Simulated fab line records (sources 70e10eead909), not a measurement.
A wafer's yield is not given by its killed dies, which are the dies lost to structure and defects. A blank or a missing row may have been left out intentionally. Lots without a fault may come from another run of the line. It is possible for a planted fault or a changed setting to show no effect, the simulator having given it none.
Matching of chambers | flow nand harc | NHARC_A_CONTACT_CMP_20 on cmp-04 has 4 sister chambers
The step polishes, t overpolish 30 s, target thk 300 nm. 4 wafers are shown with their chamber, then 11 later ones without.

== EACH WAFER AND ITS CHAMBER ==
wafer  | chamber | time to endpoint s (s)
L087.3 | 3       | 55
L086.1 | 0       | 63
L086.2 | 1       | 62
L088.2 | 2       | 66

== WAFERS WITH NO CHAMBER GIVEN ==
wafer  | time to endpoint s (s)
L088.4 | 62
L088.6 | 65
L095.3 | 63
L095.5 | 65
L095.6 | 57
L097.1 | 60
L097.2 | 64
L097.6 | 65
L096.1 | 60
L096.4 | 52
L096.6 | 57

== CHAMBER TAKEN BY EACH ==
wafer  | from the rows above          | in truth
L088.4 | can't be placed: 1 or 0      | 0
L088.6 | can't be placed: 2 or 0 or 1 | 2
L095.3 | can't be placed: 0 or 1 or 2 | 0
L095.5 | can't be placed: 2 or 0 or 1 | 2
L095.6 | can't be placed: 3 or 1      | 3
L097.1 | can't be placed: 1 or 0 or 3 | 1
L097.2 | can't be placed: 0 or 1 or 2 | 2
L097.6 | can't be placed: 2 or 0 or 1 | 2
L096.1 | can't be placed: 1 or 0 or 3 | 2
L096.4 | 3                            | 3
L096.6 | can't be placed: 3 or 1      | 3
Correctly placed: 1 of 11. Unplaceable from these rows: 10, with the true chamber sitting among the candidates in 9. 0 placed wrongly.
How it was worked out, from the rows above alone: a wafer's distance from a chamber is the root of the sum, over the readings, of the square of ((its reading less the chamber's mean) divided by the reading's scatter). If the next closest chamber is less than 2 further off than the closest, the wafer can't be placed; otherwise it belongs to the closest. The mean given for a chamber averages the wafers shown for that chamber. The scatter: with one shown wafer a chamber, the root of the mean of the squares of how far each hidden wafer lies from its nearest shown one.
